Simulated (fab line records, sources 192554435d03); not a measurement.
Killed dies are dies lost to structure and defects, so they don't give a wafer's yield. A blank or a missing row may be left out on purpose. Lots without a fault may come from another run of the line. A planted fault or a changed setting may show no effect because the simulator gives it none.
Split-lot experiment | flow n5_finfet | 7 lots, 39 wafers read, on a route of 1938 steps

THE SPLIT
At N5_WELL_APT_IMPLANT_32, the setting energy_kev was moved away from the recipe's 50 on 15 of the 39 wafers read, by -15.4% to +12.7%. The other wafers ran this setting at the recipe's value.

The reading is taken at the split's own step.

THE READING
implant.drp_nm (the simulator's own value, which no gauge read), in nm, at N5_WELL_APT_IMPLANT_32. The file gives no usual value for it.

wafer  | tool, chamber at the split | energy_kev as run | against the recipe | implant.drp_nm, nm | against lot-mates on the recipe
L077.1 | implanter-02, 0            | 50                | recipe             | 18.55              | -
L077.5 | implanter-02, 0            | 50                | recipe             | 18.55              | -
L077.6 | implanter-02, 0            | 50                | recipe             | 18.55              | -
L077.2 | implanter-02, 0            | 44.96             | -10.1%             | 17.21              | -1.34
L077.3 | implanter-02, 0            | 44.96             | -10.1%             | 17.21              | -1.34
L077.4 | implanter-02, 0            | 44.96             | -10.1%             | 17.21              | -1.34
L078.2 | implanter-01, 0            | 50                | recipe             | 18.55              | -
L078.3 | implanter-01, 0            | 50                | recipe             | 18.55              | -
L078.4 | implanter-01, 0            | 50                | recipe             | 18.55              | -
L081.1 | implanter-02, 0            | 44.03             | -11.9%             | 16.96              | -1.59
L081.2 | implanter-02, 0            | 44.03             | -11.9%             | 16.96              | -1.59
L081.5 | implanter-02, 0            | 44.03             | -11.9%             | 16.96              | -1.59
L081.3 | implanter-02, 0            | 50                | recipe             | 18.55              | -
L081.4 | implanter-02, 0            | 50                | recipe             | 18.55              | -
L081.6 | implanter-02, 0            | 50                | recipe             | 18.55              | -
L082.1 | implanter-01, 0            | 50                | recipe             | 18.55              | -
L082.3 | implanter-01, 0            | 50                | recipe             | 18.55              | -
L082.5 | implanter-01, 0            | 50                | recipe             | 18.55              | -
L082.2 | implanter-01, 0            | 42.28             | -15.4%             | 16.49              | -2.06
L082.4 | implanter-01, 0            | 42.28             | -15.4%             | 16.49              | -2.06
L082.6 | implanter-01, 0            | 42.28             | -15.4%             | 16.49              | -2.06
L083.1 | implanter-02, 0            | 50                | recipe             | 18.55              | -
L083.2 | implanter-02, 0            | 50                | recipe             | 18.55              | -
L083.3 | implanter-02, 0            | 50                | recipe             | 18.55              | -
L083.4 | implanter-02, 0            | 50                | recipe             | 18.55              | -
L083.5 | implanter-02, 0            | 50                | recipe             | 18.55              | -
L083.6 | implanter-02, 0            | 50                | recipe             | 18.55              | -
L087.1 | implanter-01, 0            | 50                | recipe             | 18.55              | -
L087.4 | implanter-01, 0            | 50                | recipe             | 18.55              | -
L087.6 | implanter-01, 0            | 50                | recipe             | 18.55              | -
L087.2 | implanter-01, 0            | 56.37             | +12.7%             | 20.25              | +1.70
L087.3 | implanter-01, 0            | 56.37             | +12.7%             | 20.25              | +1.70
L087.5 | implanter-01, 0            | 56.37             | +12.7%             | 20.25              | +1.70
L093.1 | implanter-01, 0            | 50                | recipe             | 18.55              | -
L093.3 | implanter-01, 0            | 50                | recipe             | 18.55              | -
L093.6 | implanter-01, 0            | 50                | recipe             | 18.55              | -
L093.2 | implanter-01, 0            | 46.73             | -6.5%              | 17.68              | -0.87
L093.4 | implanter-01, 0            | 46.73             | -6.5%              | 17.68              | -0.87
L093.5 | implanter-01, 0            | 46.73             | -6.5%              | 17.68              | -0.87

THE FIT
A straight line over all 39 wafers: implant.drp_nm changes by +0.133 nm for each +1% of energy_kev; r = +1.00; the points scatter about the line by 0.0013 nm.
The same after taking each lot's own level away (the mean of its wafers on the recipe; 39 wafers): +0.133 nm for each +1%; r = +1.00; scatter 0.0013 nm.
On that fit, the largest move of energy_kev shifts the reading by 2.1 nm.
The lots' own levels span 18.550 to 18.550 nm.
So the lot-to-lot level changes the slope little: the two slopes agree.
Check: with one of the wafers moved furthest among these (-15.4%) left out of the fit, the line predicts -2.06 nm for it against its lot-mates. It came out at -2.06 nm against them.

THE WHOLE CHAIN: every reading that the file lists as answering this split, in the file's order
step                   | what it does | reading                                                         | change (the file's fit)               | r (the file's)
N5_WELL_APT_IMPLANT_32 |              | implant.rp_nm (the simulator's own value, which no gauge read)  | +0.36 nm for each +1% of the setting  | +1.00
N5_WELL_APT_IMPLANT_32 |              | implant.drp_nm (the simulator's own value, which no gauge read) | +0.133 nm for each +1% of the setting | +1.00

THE FILE'S OWN FIT
implant.drp_nm changes by +0.133 nm for each +1% of energy_kev, r = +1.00.
